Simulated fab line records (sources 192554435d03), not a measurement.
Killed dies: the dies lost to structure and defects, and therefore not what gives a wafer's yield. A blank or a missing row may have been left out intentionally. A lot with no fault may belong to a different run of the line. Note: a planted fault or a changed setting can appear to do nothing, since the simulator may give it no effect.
Lot-split experiment	flow n5_finfet	7 lots, 21 wafers read, on a route of 1938 steps

ABOUT THE SPLIT
At N5_WELL_APT_EXPOSE_05 (exposes mask NWELL, defocus 0 nm, target cd 200 nm), the setting dose_mj was moved away from the recipe's 20.3 on 4 of the 21 wafers read, by -7.4% to +7.1%. The other wafers ran this setting at the recipe's value.

FROM THE SPLIT TO THE READING: what the file shows between them, 2 steps
- N5_WELL_APT_DEVELOP_07: develop time 45 s (also split here: develop_time_s)
- N5_WELL_APT_HARDBAKE_12: time 120 s

THE READING
cd_nm, in nm, at N5_WELL_APT_CD_MEAS_08 (target cd 200 nm). A value of 199.3 nm with a standard deviation of 1.4 nm is what fault-free wafers of this fab line usually give.

wafer	tool, chamber at the split	dose_mj as run	against the recipe	cd_nm, nm	against lot-mates on the recipe
L077.1	krf_scanner-02, 0	20.3	recipe	200.6	-
L077.2	krf_scanner-02, 0	20.3	recipe	200.6	-
L077.3	krf_scanner-02, 0	20.3	recipe	202.2	-
L081.1	krf_scanner-02, 0	21.71	+6.9%	211.3	+10.2
L081.4	krf_scanner-02, 0	20.3	recipe	202.4	-
L081.5	krf_scanner-02, 0	20.3	recipe	199.7	-
L084.4	krf_scanner-01, 0	20.3	recipe	199.4	-
L084.5	krf_scanner-01, 0	21.74	+7.1%	208.0	+8.1
L084.6	krf_scanner-01, 0	20.3	recipe	200.3	-
L086.1	krf_scanner-02, 0	20.3	recipe	195.5	-
L086.3	krf_scanner-02, 0	19.39	-4.5%	192.4	-4.8
L086.5	krf_scanner-02, 0	20.3	recipe	198.8	-
L088.4	krf_scanner-02, 0	20.3	recipe	202.6	-
L088.5	krf_scanner-02, 0	20.3	recipe	197.7	-
L088.6	krf_scanner-02, 0	20.3	recipe	197.6	-
L091.1	krf_scanner-01, 0	20.3	recipe	198.9	-
L091.2	krf_scanner-01, 0	20.3	recipe	201.8	-
L091.5	krf_scanner-01, 0	20.3	recipe	197.9	-
L094.1	krf_scanner-01, 0	20.3	recipe	199.3	-
L094.3	krf_scanner-01, 0	20.3	recipe	201.4	-
L094.5	krf_scanner-01, 0	18.8	-7.4%	187.4	-13.0

THE FIT
A straight line over all 21 wafers: cd_nm changes by +1.52 nm for each +1% of dose_mj; r = +0.92; the points scatter about the line by 1.9 nm.
The same after taking each lot's own level away (the mean of its wafers on the recipe; 21 wafers): +1.42 nm for each +1%; r = +0.94; scatter 1.6 nm.
The reading moves by 11 nm for the largest change in dose_mj, on that fit.
Measured against the standard deviation above, the lots' own levels, which go from 197.15 to 201.13 nm, span 2.8 times it.
The two slopes agree, so the slope changes little with the lot-to-lot level.
Check: -9.23 nm against its lot-mates is what the line predicts for one of the wafers moved furthest among these (-7.4%) when that wafer is left out of the fit. It came out at -13 nm against them.

ADDITIONAL SPLITS CARRIED BY THESE WAFERS
Before the reading, these wafers also passed through other splits. Each is held against what the fit with the lots' levels taken away leaves over:
other split on the same wafers	wafers away from the commonest value	r with cd_nm (lot level and that fit taken away)
N5_WELL_APT_DEVELOP_07 develop_time_s	6	+0.38

THE WHOLE CHAIN: every reading that the file lists as answering this split, in the file's order
step	what it does	reading	change (the file's fit)	r (the file's)
N5_WELL_APT_CD_MEAS_08	target cd 200 nm	cd_nm	+1.42 nm for each +1% of the setting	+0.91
N5_WELL_APT_DESCUM_13	chemistry O2, time 7.9 s	WELL_APT.cd_nm (the simulator's own value, which no gauge read)	+1.42 nm for each +1% of the setting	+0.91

THE FILE'S OWN FIT
cd_nm changes by +1.42 nm for each +1% of dose_mj, r = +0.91.
